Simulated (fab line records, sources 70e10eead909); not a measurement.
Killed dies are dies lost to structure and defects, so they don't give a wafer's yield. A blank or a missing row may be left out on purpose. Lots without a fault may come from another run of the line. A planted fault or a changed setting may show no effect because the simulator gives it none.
Chamber matching | flow nand_harc | NHARC_P_BONDPAD_CMP_19 on cmp-01: 4 sister chambers
The step polishes, t overpolish 30 s, cu recess touch 16 s, target thk 160.81 nm. 4 wafers are shown with their chamber, then 6 later ones without.

WAFERS WITH THEIR CHAMBER
wafer  | chamber | motor_current_A (A)
L929.1 | 0       | 12.1
L937.4 | 2       | 12.5
L940.4 | 1       | 11.9
L940.5 | 3       | 11.0

WAFERS WITHOUT THEIR CHAMBER
wafer  | motor_current_A (A)
L943.1 | 12.4
L943.3 | 13.9
L943.5 | 11.6
L944.3 | 13.1
L944.4 | 11.9
L944.5 | 12.9

WHICH CHAMBER EACH WENT THROUGH
wafer  | from the rows above               | in truth
L943.1 | can't be placed: 2 or 0 or 1 or 3 | 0
L943.3 | can't be placed: 2 or 0 or 1      | 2
L943.5 | can't be placed: 1 or 0 or 3 or 2 | 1
L944.3 | can't be placed: 2 or 0 or 1      | 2
L944.4 | can't be placed: 1 or 0 or 2 or 3 | 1
L944.5 | can't be placed: 2 or 0 or 1      | 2
Placed correctly: 0 of 6. Can't be placed from these rows: 6 (the true chamber is among the candidates in 6). Placed wrongly: 0.
How it was worked out, from the rows above alone: a wafer's distance from a chamber is the root of the sum, over the readings, of the square of ((its reading less the chamber's mean) divided by the reading's scatter). The wafer belongs to the nearest chamber; if the next one is less than 2 further off, it can't be placed. A chamber's mean is the mean of its shown wafers. The scatter: with one shown wafer a chamber, the root of the mean of the squares of how far each hidden wafer lies from its nearest shown one.
